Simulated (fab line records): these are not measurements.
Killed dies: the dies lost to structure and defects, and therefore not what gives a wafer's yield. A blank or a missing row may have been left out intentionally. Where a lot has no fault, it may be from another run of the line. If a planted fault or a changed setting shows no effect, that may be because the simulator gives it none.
fab line records | flow n5_finfet
record: lots: 5 wafers: 13 last_day: 16
route steps=1938 shown DUMMY_GATE@222 BEOL_M4@1111 PASSIVATION@1936
lots with no fault: from the same line, run without faults
start_h: hours from the record's first day to the start of the lot's first wafer shown | wait_h: hours elapsed since this lot's preceding step | " as in the row above | L1.1+2: a single row standing in for several wafers | - no value present, or no start provided | * or withheld: withheld | < > ~ a bound
route shown NAME@n: a module of which the file shows steps, and the number in the route of the first | usual: mean/standard deviation taken from wafers without a fault | same: alike in all rows | chamber/n: place in a boat | sites: each site's reading | _std_site: standard deviation of those values | _edge_site: inner sites' mean taken away from outer sites' mean | radius_mm: how far each site lies from the wafer's centre | mask NAME#n: copy n | behind: the tool/chamber that last shaped the wafer | hold: reason for holding the lot/hours on hold/outcome of the hold | device: names the non-switching transistor (n, p or np) | end of line: tests run on the same wafers once the route is complete | a step with no rows: only its recipe | killed: not the wafer's yield, but the dies lost to structure and defects at the first sort | map: a wafer's dies, x killed, . not, _ none there
set.NAME: the setting the step ran with; set.NAME@STEP: the setting that earlier step ran with | model.NAME: the simulator's own value behind a step, which no gauge read
lots at selected steps of the route; one table per step, one row per wafer
services: a tool's chamber out of use, with start hour (start_h, from the record's first day; less than 0 if before it), hours out, and reason
== steps ==
step: N5_DUMMY_GATE_COAT_34
recipe: resist: SOC temp_c: 250 time_s: 60 spin_rpm: 1500 resist_thk_nm: 60
step: N5_DUMMY_GATE_COAT_35
recipe: resist: SiARC temp_c: 220 time_s: 60 spin_rpm: 1500 resist_thk_nm: 10
step: N5_DUMMY_GATE_COAT_28
recipe: resist: underlayer temp_c: 205 time_s: 60 spin_rpm: 1500 resist_thk_nm: 10
step: N5_DUMMY_GATE_COAT_09
recipe: resist: CAR-EUV spin_rpm: 1500 resist_thk_nm: 30
step: N5_DUMMY_GATE_EBR_11
recipe: solvent: PGMEA ebr_width_mm: 1.5
step: N5_DUMMY_GATE_SOFTBAKE_10
recipe: temp_c: 110 time_s: 60 resist: CAR-EUV
step: N5_DUMMY_GATE_EXPOSE_12
recipe: mask_id: GATE na: 0.33 source_shape: annular sigma_inner: 0.2 sigma_outer: 0.6 polarization: unpolarized target_cd_nm: 25 dose_mj: 34
step: N5_DUMMY_GATE_PEB_13
recipe: peb_temp_c: 100 peb_time_s: 60 resist: CAR-EUV
step: N5_DUMMY_GATE_DEVELOP_14
recipe: develop_time_s: 30 developer: TMAH resist: CAR-EUV rinse_liquid: surfactant_rinse dry: air_spin dev_temp_c: 23
step: N5_DUMMY_GATE_DESCUM_20
recipe: chemistry: O2 time_s: 6.2 source_power_w: 50 bias_power_w: 20 pressure_mtorr: 20 rf_frequency_hz: 2.712e+07 temp_c: 40 resist: CAR-EUV o2_flow_sccm: 225
usual: drypump_motor_current_A: 5.5/0.51 oes_product_au: 0.77/0.055 rf_vpp_V: 242.6/1.4 showerhead_plenum_p_Torr: 2.06/0.075 throttle_valve_pct: 20.33/0.15
columns lot.wafer tool chamber start_h wait_h drypump_motor_current_A oes_product_au rf_hours_counter_h rf_vpp_V showerhead_plenum_p_Torr throttle_valve_pct model.CAR-EUV_of_DUMMY_GATE_COAT_09.thk_nm
L479.2 rie_diel-02 2 99.57 0.0 5.1 0.77 135 242.0 2.00 20.23 26.6
L479.3 " 1 " " 6.3 0.80 125 243.1 2.02 20.20 26.4
L479.4 " 3 " " 5.9 0.79 118 244.0 2.11 20.35 26.6
L480.1 rie_diel-02 3 103.15 0.0 5.9 0.79 119 243.7 2.11 20.36 26.6
L480.3 " 1 " " 6.3 0.80 126 240.8 2.01 20.19 25.6
L480.6 " 1 " " 6.3 0.79 - 242.4 2.01 20.21 26.6
L481.2 rie_diel-02 2 108.50 0.2 5.1 0.76 138 241.3 2.00 20.25 25.6
L481.3 " 1 " " 6.3 0.79 128 241.8 2.01 20.19 25.6
L486.2 rie_diel-02 0 138.37 0.0 5.2 0.90 34 246.5 2.23 20.11 25.4
L486.6 " 1 " " 6.3 0.78 - 242.3 2.01 20.23 26.4
L489.1 rie_diel-01 0 153.31 0.0 5.4 0.80 100 241.2 1.94 20.20 26.6
L489.3 " 1 " " 4.7 0.72 181 244.2 2.17 20.61 26.6
L489.5 " 2 " " 6.3 0.73 - 242.6 2.10 20.30 26.6
step: N5_DUMMY_GATE_ETCH_29
recipe: chemistry: N2/H2 target: underlayer target_depth_a: 130 ion_energy_ev: 200 pressure_mtorr: 30 source_w: 840 bias_w: 150 n2_flow_sccm: 200 h2_flow_sccm: 200
step: N5_DUMMY_GATE_ETCH_36
recipe: chemistry: CF4 target: SiARC target_depth_a: 130 pressure_mtorr: 40 source_w: 545 bias_w: 36 Ar_flow_sccm: 100 cf4_flow_sccm: 100 ion_energy_ev: 80
usual: drypump_motor_current_A: 5.5/0.51 oes_product_au: 0.77/0.056 rf_vpp_V: 183.7/1.3 showerhead_plenum_p_Torr: 2.11/0.072 throttle_valve_pct: 15.55/0.18
columns lot.wafer tool chamber start_h wait_h drypump_motor_current_A oes_product_au rf_hours_counter_h rf_vpp_V showerhead_plenum_p_Torr throttle_valve_pct model.CAR-EUV_of_DUMMY_GATE_COAT_09.thk_nm
L479.2 rie_diel-02 2 99.67 0.0 5.0 0.77 135 183.3 2.07 15.52 11.6
L479.3 " 1 " " 6.3 0.81 125 181.9 2.06 15.36 11.2
L479.4 " 3 " " 5.9 0.80 118 184.4 2.16 15.56 11.2
L480.1 rie_diel-02 3 103.26 0.0 5.9 0.80 119 186.0 2.16 15.55 11.2
L480.3 " 1 " " 6.3 0.81 126 182.1 2.06 15.36 10.2
L480.6 " 1 " " 6.3 0.80 - 182.7 2.06 15.37 11.2
L481.2 rie_diel-02 2 108.60 0.0 5.1 0.75 138 182.7 2.07 15.52 10.6
L481.3 " 1 " " 6.3 0.80 128 184.6 2.06 15.36 10.4
L486.2 rie_diel-02 0 138.48 0.0 5.2 0.90 34 184.1 2.27 15.20 10.2
L486.6 " 1 " " 6.3 0.79 - 182.3 2.06 15.37 11.2
L489.1 rie_diel-01 0 153.42 0.0 5.4 0.80 100 181.9 2.00 15.38 11.2
L489.3 " 1 " " 4.7 0.71 181 184.7 2.22 15.85 11.6
L489.5 " 2 " " 6.3 0.73 - 183.7 2.14 15.48 11.6
step: N5_DUMMY_GATE_ETCH_37
recipe: chemistry: N2/H2 target: SOC target_depth_a: 600 overetch_a: 300 temp_c: 40 ion_energy_ev: 200 pressure_mtorr: 30 source_w: 840 bias_w: 150 n2_flow_sccm: 200 h2_flow_sccm: 200
step: N5_DUMMY_GATE_STRIP_38
recipe: chemistry: N2/H2 temp_c: 40 n2_flow_sccm: 200 h2_flow_sccm: 200 rf_frequency_hz: 6e+07
step: N5_DUMMY_GATE_STRIP_39
recipe: chemistry: N2/H2 temp_c: 40 n2_flow_sccm: 200 h2_flow_sccm: 200 rf_frequency_hz: 6e+07
step: N5_DUMMY_GATE_TRIM_49
recipe: chemistry: O2 resist: SOC time_s: 29 target_cd_nm: 14 source_power_w: 300 bias_power_w: 0 O2_flow_sccm: 100 temp_c: 20
step: N5_DUMMY_GATE_STRIP_40
recipe: chemistry: CF4 resist: SiARC power_w: 300 bias_power_w: 75 pressure_mtorr: 50 cf4_flow_sccm: 150 rf_frequency_hz: 6e+07
step: N5_DUMMY_GATE_ETCH_31
recipe: chemistry: C4F6/O2 target: SiO2 mask_material: SOC target_depth_a: 825 time_s: 27.5 ion_energy_ev: 250 pressure_mtorr: 30 source_w: 345 bias_w: 185 Ar_flow_sccm: 300 C4F6_flow_sccm: 10 O2_flow_sccm: 10
step: N5_DUMMY_GATE_STRIP_41
recipe: chemistry: O2 power_w: 400 temp_c: 40 pressure_mtorr: 30 rf_frequency_hz: 6e+07 bias_power_w: 0 overash_fraction: 0.3 o2_flow_sccm: 225
step: N5_DUMMY_GATE_HM_OPEN_21
recipe: chemistry: CH3F/O2 target: SiNx target_depth_a: 1200 Ar_flow_sccm: 150 CH3F_flow_sccm: 30 O2_flow_sccm: 23 time_s: 171.4 pressure_mtorr: 30 source_w: 395 bias_w: 73 ion_energy_ev: 120.7
step: N5_DUMMY_GATE_ETCH_32
recipe: chemistry: CF4 target: SiO2 target_depth_a: 35 time_s: 3.9 ion_energy_ev: 350 pressure_mtorr: 10 icp_w: 800 bias_w: 400 cf4_flow_sccm: 80
step: N5_DUMMY_GATE_ETCH_23
recipe: chemistry: HBr/Cl2/O2 HBr_flow_sccm: 150 Cl2_flow_sccm: 80 O2_flow_sccm: 12 bias_w: 102 target_depth_a: 410 time_s: 22.3 target: poly-Si mask_material: SiO2 pressure_mtorr: 10 icp_w: 800
step: N5_DUMMY_GATE_ETCH_44
recipe: chemistry: HBr/O2 over_etch_frac: 0.7 target_depth_a: 1275 stop_on: SiO2 ion_energy_ev: 60 bias_w: 20 target: poly-Si mask_material: SiO2 pressure_mtorr: 20 icp_w: 400 HBr_flow_sccm: 120 O2_flow_sccm: 10
step: N5_DUMMY_GATE_ETCH_42
recipe: chemistry: CHF3/O2 target: SiO2 target_depth_a: 35 time_s: 31 ion_energy_ev: 30 bias_w: 12 pressure_mtorr: 30 source_w: 600 Ar_flow_sccm: 200 CHF3_flow_sccm: 50 O2_flow_sccm: 5
usual: drypump_motor_current_A: 5.4/0.5 oes_f_703_au: 0.77/0.056 oes_product_au: 0.77/0.054 rf_vpp_V: 42.4/0.88 showerhead_plenum_p_Torr: 2.38/0.089 throttle_valve_pct: 18.73/0.19
columns lot.wafer tool chamber start_h wait_h drypump_motor_current_A oes_f_703_au oes_product_au rf_hours_counter_h rf_vpp_V showerhead_plenum_p_Torr throttle_valve_pct model.DUMMY_GATE.cd_nm
L479.2 rie_diel-02 3 100.50 0.0 5.8 0.80 0.79 118 43.1 2.42 18.69 15.2
L479.3 " 1 " " 6.3 0.80 0.80 125 42.9 2.32 18.54 15.2
L479.4 " 0 " " 5.2 0.91 0.91 26 43.9 2.55 18.39 14.8
L480.1 rie_diel-06 0 104.09 0.1 5.5 0.72 0.74 137 43.5 2.42 19.11 14.8
L480.3 " 1 " " 4.9 0.81 0.79 120 42.6 2.33 18.76 14.6
L480.6 " 0 " " 5.5 0.73 0.74 - 43.5 2.42 19.10 14.8
L481.2 rie_diel-06 2 109.49 0.0 5.0 0.77 0.76 131 41.8 2.33 18.77 15
L481.3 " 3 " " 5.5 0.69 0.69 207 42.2 2.29 18.71 14.8
L486.2 rie_diel-01 0 139.35 0.1 5.4 0.81 0.80 97 41.3 2.25 18.58 14.2
L486.6 " 2 " " 6.3 0.74 0.74 - 42.1 2.40 18.59 14.6
L489.1 rie_diel-02 2 154.47 0.1 5.1 0.74 0.74 152 42.3 2.32 18.71 14.8
L489.3 " 0 " " 5.2 0.89 0.89 39 42.3 2.55 18.40 14.8
L489.5 " 2 " " 5.1 0.74 0.76 - 42.5 2.32 18.71 14.8
step: N5_DUMMY_GATE_STRIP_48
recipe: chemistry: N2/H2 time_s: 20 power_w: 100 temp_c: 40 pressure_mtorr: 100 rf_frequency_hz: 6e+07 bias_power_w: 3 n2_flow_sccm: 300 h2_flow_sccm: 300
step: N5_BEOL_M4_RC_MEAS_101
usual: DIBL_N: 36.5/1.4 DIBL_P: 36.9/1.7 IOFF_N: 0.163/0.023 IOFF_P: 0.22/0.032 ION_N: 673/9 ION_P: 462/7.5 SS_N: 71.6/0.54 SS_P: 73.4/0.62 VT_N: 249.8/2.8 VT_P: -250/3.5
columns lot.wafer tool chamber start_h wait_h DIBL_N[mV/V] DIBL_P[mV/V] IOFF_N[nA/um] IOFF_P[nA/um] ION_N[uA/um] ION_P[uA/um] SS_N[mV/dec] SS_P[mV/dec] VT_N[mV] VT_P[mV]
L479.2 prober-01 0 213.27 0.2 34.3 35.5 0.149 0.22 677 468 72.3 73.1 248.2 -249
L479.3 " 0 " " 35.8 37.1 0.162 0.24 670 465 71.9 73.6 251.1 -247
L479.4 " 0 " " 35.5 36.8 0.170 0.24 676 467 72.5 73.2 248.0 -249
L480.1 prober-02 0 215.92 0.0 36.6 39.1 0.176 0.22 669 454 71.5 73.7 249.1 -252
L480.3 " 0 " " 35.3 36.6 0.146 0.17 666 456 71.0 73.4 253.7 -254
L480.6 " 0 " " 34.4 36.0 0.128 0.16 662 450 71.2 72.7 254.2 -259
L481.2 prober-02 0 233.51 0.2 35.6 34.8 0.138 0.21 665 450 71.5 72.7 252.9 -250
L481.3 " 0 " " 36.9 36.0 0.166 0.23 669 464 71.7 72.5 247.8 -245
L486.2 prober-01 0 250.70 0.2 39.0 39.8 0.218 0.26 697 465 72.1 74.5 244.2 -247
L486.6 " 0 " " 37.4 38.5 0.187 0.25 678 468 71.8 74.0 247.0 -248
L489.1 prober-01 0 280.47 0.0 38.4 39.5 0.175 0.22 669 457 71.6 73.4 250.4 -252
L489.3 " 0 " " 37.9 38.7 0.160 0.21 679 459 71.1 74.2 252.6 -254
L489.5 " 0 " " 38.2 38.7 0.171 0.20 676 460 71.0 73.8 251.4 -254
step: N5_PASSIVATION_PROBE_49
usual: defect_limited_yield: 91.2/1.4 killed_at_M0_to_M3: 35/11 killed_at_M4_up: 12/4.2 killed_at_contacts: 13/5.6 killed_at_front_end: 40/12 killed_at_other: 3.3/2.6 killed_dies: 103/17 killed_open: 68/12 killed_short: 34/7.6 sort_bin_5_function: 5.1/0.95 sort_bin_6_memory: 3.3/0.68 sort_n_pass: 1077/17 sort_yield_pct: 91.2/1.4
same: gross_dies: 1180 killed_at_back_side: 0 sort_bin_4_leakage[%]: 0 sort_bin_8_speed[%]: 0
columns lot.wafer tool chamber start_h wait_h defect_limited_yield[%] killed_at_M0_to_M3 killed_at_M4_up killed_at_contacts killed_at_front_end killed_at_other killed_dies killed_open killed_short sort_bin_5_function[%] sort_bin_6_memory[%] sort_n_pass sort_yield_pct[%]
L480.3 prober-02 - 321.43 0.1 91.4 44 6 6 38 7 101 68 33 4.7 3.6 1079 91.4
killed by level:class
L480.3 BEOL_M1:geometric_particle:open=12 BEOL_M2:geometric_particle:open=11 FIN_SAQP:geometric_particle:open=10 GATE_CUT:geometric_particle:short=7 FIN_SAQP:geometric_particle:short=6 DUMMY_GATE:geometric_particle:open=6 MOL_CONTACT_COAG:geometric_particle:open=6 BEOL_M3:geometric_particle:open=5
== services ==
columns tool chamber start_h hours kind
rie_diel-01 - 89.90 2.8 pm
rie_diel-02 0 100.79 3.5 repair
rie_diel-02 0 104.59 9.6 repair
rie_diel-02 3 125.78 8.9 repair
== key ==
first_sign none at tools or gauges
model_effect: step: N5_DUMMY_GATE_DESCUM_20 value: CAR-EUV_of_DUMMY_GATE_COAT_09.thk_nm without: 26.4 struck: 25.55
model_effect: step: N5_DUMMY_GATE_ETCH_36 value: CAR-EUV_of_DUMMY_GATE_COAT_09.thk_nm without: 11.15 struck: 10.35
model_effect: step: N5_DUMMY_GATE_ETCH_42 value: DUMMY_GATE.cd_nm without: 14.95 struck: 14.65
met_at N5_DUMMY_GATE_DESCUM_20
struck_wafers L480.3,L481.2,L481.3,L486.2
onset_between 99.57 103.15
fault: kind: process_parameter_drift tool: rie_diel-02 chamber: - onset_h: 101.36 steps: N5_DUMMY_GATE_DESCUM_20 channel: time_s offset: * shape: step end_h: 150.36 scope: struck_wafers_only acts_in: * stated: *
